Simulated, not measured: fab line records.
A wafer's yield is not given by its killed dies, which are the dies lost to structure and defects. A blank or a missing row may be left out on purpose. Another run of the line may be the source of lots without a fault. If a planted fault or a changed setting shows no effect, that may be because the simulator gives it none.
What tool caused it? | flow nandHarc | 10 lots with 30 wafers sampled at 6 steps, on a route of 1302 steps

WHAT EACH GAUGE READ, for each wafer
NHARC_END_SORT_01.
lot  | measured     | on        | killedAtPeriphery
L362 | day 25 02:08 | prober-01 | 5 7 5
L364 | day 25 09:55 | prober-01 | 10 15 13
L365 | day 25 17:43 | prober-01 | 6 4 2
L366 | day 26 00:58 | prober-02 | 4 1 1
L367 | day 25 15:37 | prober-02 | 5 4 6
L368 | day 26 23:28 | prober-02 | 2 5 1
L370 | day 27 15:32 | prober-02 | 5 8 2
L372 | day 28 03:49 | prober-02 | 3 4 4
L378 | day 31 16:06 | prober-02 | 0 90 2
L382 | day 32 21:02 | prober-02 | 3 5 2

EACH LOT AND THE TOOL THAT RAN IT (in order: tool; ch and the chambers of the sampled wafers; start)
lot  | NHARC_P_BONDPAD_DEP_00          | NHARC_P_BONDPAD_STRIP_15          | NHARC_P_BONDPAD_PVD_17                 | NHARC_P_BONDPAD_CMP_19        | NHARC_P_BONDPAD_ACTIVATE_29
L362 | pecvd-04 ch 0,2, day 6 19:13    | rieDiel-02 ch 0,2,3, day 6 21:02  | pvdSputter-01, day 6 22:41 or earlier  | cmp-01 ch 1,2,3, day 6 22:41  | rieDiel-08 ch 0,1,2, day 6 23:16
L364 | pecvd-03 ch 0,1,2, day 7 06:58  | rieDiel-09 ch 2,3, day 7 08:45    | pvdSputter-01, day 7 10:26 or earlier  | cmp-03 ch 1,2, day 7 10:26    | rieDiel-08 ch 0,1,3, day 7 11:01
L365 | pecvd-04 ch 1,2, day 7 22:55    | rieDiel-02 ch 0,1,2, day 8 00:44  | pvdSputter-02, day 8 02:25 or earlier  | cmp-02 ch 0,1,3, day 8 02:25  | rieDiel-08 ch 0,1,2, day 8 03:00
L366 | pecvd-01 ch 0,2, day 7 23:52    | rieDiel-02 ch 0,1,2, day 8 02:02  | pvdSputter-02, day 8 03:40 or earlier  | cmp-01 ch 0,3, day 8 03:40    | rieDiel-02 ch 0,2, day 8 04:16
L367 | pecvd-03 ch 0,2, day 8 10:31    | rieDiel-08 ch 0,2,3, day 8 12:22  | pvdSputter-03, day 8 14:17 or earlier  | cmp-02 ch 1,2, day 8 14:17    | rieDiel-08 ch 0,1,2, day 8 14:56
L368 | pecvd-04 ch 0,1, day 9 03:53    | rieDiel-02 ch 1,2,3, day 9 05:35  | pvdSputter-03, day 9 07:12 or earlier  | cmp-01 ch 0,1,3, day 9 07:12  | rieDiel-02 ch 0,1,3, day 9 07:47
L370 | pecvd-03 ch 0,1,2, day 9 20:31  | rieDiel-02 ch 0,1,2, day 9 22:10  | pvdSputter-01, day 9 23:49 or earlier  | cmp-02 ch 0,2,3, day 9 23:49  | rieDiel-08 ch 0,2,3, day 10 00:25
L372 | pecvd-04 ch 0,1, day 10 13:01   | rieDiel-08 ch 0,1,2, day 10 14:44 | pvdSputter-02, day 10 16:23 or earlier | cmp-02 ch 0,1,2, day 10 16:23 | rieDiel-02 ch 0,1,2, day 10 16:58
L378 | pecvd-04 ch 0,1,2, day 13 08:29 | rieDiel-09 ch 0,1,3, day 13 10:05 | pvdSputter-03, day 13 11:46 or earlier | cmp-03 ch 0,1,3, day 13 11:46 | rieDiel-08 ch 0,2,3, day 13 19:59
L382 | pecvd-03 ch 1,2, day 14 20:02   | rieDiel-08 ch 0,1,2, day 14 21:51 | pvdSputter-01, day 14 23:59 or earlier | cmp-01 ch 0,1,2, day 14 23:59 | rieDiel-08 ch 0,2,3, day 15 00:35
- NHARC_P_BONDPAD_DEP_00: deposits SiCN, target thk 250 nm.
- NHARC_P_BONDPAD_STRIP_15: strips in O2.
- NHARC_P_BONDPAD_PVD_17: deposits TaN, target thk 5 nm, time 8.06 s.
- NHARC_P_BONDPAD_CMP_19: polishes, t overpolish 30 s, cu recess touch 16 s, target thk 160.81 nm.
- NHARC_P_BONDPAD_ACTIVATE_29: chemistry N2, time 60 s.

THE ANSWER, worked out from the rows above alone
Rule: usual is defined by the lots themselves. The widest of any qualifying gaps counts: lots, ordered by their means at a reading, are off when they make up no more than a third of the lots, leave a main group of 4 or more, and stand apart from it by 3 or more times the standard deviation of that group's means. The tables above print the reading to a certain number of digits; a main group whose means all agree to those digits is not used. Also off: a lot with no number at a reading for which 4 or more lots have one. The other lots that the step has rows for count as sound.
Off at NHARC_END_SORT_01 (killedAtPeriphery): L378. For the main group the mean is 4.9 and the standard deviation 3.
A tool fits if, at a process step before that reading, it ran every lot that is off, and no sound lot after the first of them. Gauges at NHARC_END_SORT_01: tried the same way as those tools. With no start given for some of its lots, NHARC_P_BONDPAD_PVD_17 uses the hours and lot order of NHARC_P_BONDPAD_CMP_19. Can't be told from this: 4 tools fit, pecvd-04 at NHARC_P_BONDPAD_DEP_00, rieDiel-09 at NHARC_P_BONDPAD_STRIP_15, pvdSputter-03 at NHARC_P_BONDPAD_PVD_17, cmp-03 at NHARC_P_BONDPAD_CMP_19.

WHAT THE SIMULATOR HAD PUT IN
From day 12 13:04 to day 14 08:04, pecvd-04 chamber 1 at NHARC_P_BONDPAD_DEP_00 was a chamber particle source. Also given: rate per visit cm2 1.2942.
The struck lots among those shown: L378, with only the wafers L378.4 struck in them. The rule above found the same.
